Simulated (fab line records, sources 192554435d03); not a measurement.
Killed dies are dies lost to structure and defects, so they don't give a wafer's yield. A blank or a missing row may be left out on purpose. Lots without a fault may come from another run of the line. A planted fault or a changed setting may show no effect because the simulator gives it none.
Split-lot experiment | flow n5_finfet | 7 lots, 21 wafers read, on a route of 1938 steps

THE SPLIT
At N5_BEOL_M14_PEB_26 (peb time 90 s), the setting peb_temp_c was moved away from the recipe's 130 C on 7 of the 21 wafers read, by -2.5% to +2.2%. The other wafers ran this setting at the recipe's value.

FROM THE SPLIT TO THE READING: what the file shows between them, 2 steps
- N5_BEOL_M14_DEVELOP_27: develop time 45 s
- N5_BEOL_M14_HARDBAKE_32: time 120 s

THE READING
cd_nm, in nm, at N5_BEOL_M14_CD_MEAS_28 (target cd 284.4 nm). Fault-free wafers of this fab line usually give 283.9 nm, standard deviation 2 nm.

wafer  | tool, chamber at the split | peb_temp_c as run, C | against the recipe | cd_nm, nm | against lot-mates on the recipe
L074.1 | litho_track-04, 0          | 130                  | recipe             | 284.0     | -
L074.2 | litho_track-04, 0          | 130                  | recipe             | 285.1     | -
L074.5 | litho_track-04, 0          | 130                  | recipe             | 280.8     | -
L078.1 | litho_track-01, 0          | 128.3                | -1.3%              | 271.9     | -8.7
L078.3 | litho_track-01, 0          | 130                  | recipe             | 280.1     | -
L078.6 | litho_track-01, 0          | 130                  | recipe             | 281.0     | -
L080.1 | litho_track-03, 0          | 130                  | recipe             | 286.4     | -
L080.4 | litho_track-03, 0          | 130                  | recipe             | 283.1     | -
L080.5 | litho_track-03, 0          | 130                  | recipe             | 284.4     | -
L083.3 | litho_track-03, 0          | 127.5                | -1.9%              | 261.1     | -23.6
L083.5 | litho_track-03, 0          | 130                  | recipe             | 284.7     | -
L083.6 | litho_track-03, 0          | 127.5                | -1.9%              | 271.1     | -13.6
L085.1 | litho_track-01, 0          | 132.8                | +2.2%              | 290.7     | +11.2
L085.5 | litho_track-01, 0          | 132.8                | +2.2%              | 290.8     | +11.3
L085.6 | litho_track-01, 0          | 130                  | recipe             | 279.5     | -
L088.2 | litho_track-03, 0          | 126.8                | -2.5%              | 267.6     | -18.0
L088.5 | litho_track-03, 0          | 126.8                | -2.5%              | 261.7     | -23.9
L088.6 | litho_track-03, 0          | 130                  | recipe             | 285.6     | -
L097.1 | litho_track-03, 0          | 130                  | recipe             | 283.0     | -
L097.2 | litho_track-03, 0          | 130                  | recipe             | 279.2     | -
L097.6 | litho_track-03, 0          | 130                  | recipe             | 285.2     | -

THE FIT
A straight line over all 21 wafers: cd_nm changes by +6.4 nm for each +1% of peb_temp_c; r = +0.91; the points scatter about the line by 3.6 nm.
The same after taking each lot's own level away (the mean of its wafers on the recipe; 21 wafers): +7.49 nm for each +1%; r = +0.95; scatter 3 nm.
On that fit, the largest move of peb_temp_c shifts the reading by 18 nm.
The lots' own levels span 279.50 to 285.60 nm, that is 3.1 times the standard deviation above.
So the lot-to-lot level changes the slope: the two fits differ.
Check: with one of the wafers moved furthest among these (-2.5%) left out of the fit, the line predicts -19.9 nm for it against its lot-mates. It came out at -18 nm against them.

THE WHOLE CHAIN: every reading that the file lists as answering this split, in the file's order
step                   | what it does                                           | reading                                                         | change (the file's fit)                                                                | r (the file's)
N5_BEOL_M14_CD_MEAS_28 | target cd 284.4 nm                                     | cd_nm                                                           | +7.63 nm for each +1% of the setting                                                   | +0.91
N5_BEOL_M14_DESCUM_33  | chemistry O2, time 7.9 s                               | BEOL_M14.cd_nm (the simulator's own value, which no gauge read) | +7.17 nm for each +1% of the setting                                                   | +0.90
N5_BEOL_M14_ETCH_67    | etches SiARC in CF4, target depth 143 nm, time 238.3 s | BEOL_M14.cd_nm (the simulator's own value, which no gauge read) | +7.77 nm for each +1% of the setting                                                   | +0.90
N5_BEOL_M14_ETCH_68    | etches SOC in N2/H2, time 450 s                        | BEOL_M14.cd_nm (the simulator's own value, which no gauge read) | +6.6 nm for each +1% of the setting, in a fit together with dose_mj@BEOL_M14_EXPOSE_25 | 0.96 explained

THE FILE'S OWN FIT
cd_nm changes by +7.63 nm for each +1% of peb_temp_c, r = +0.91.
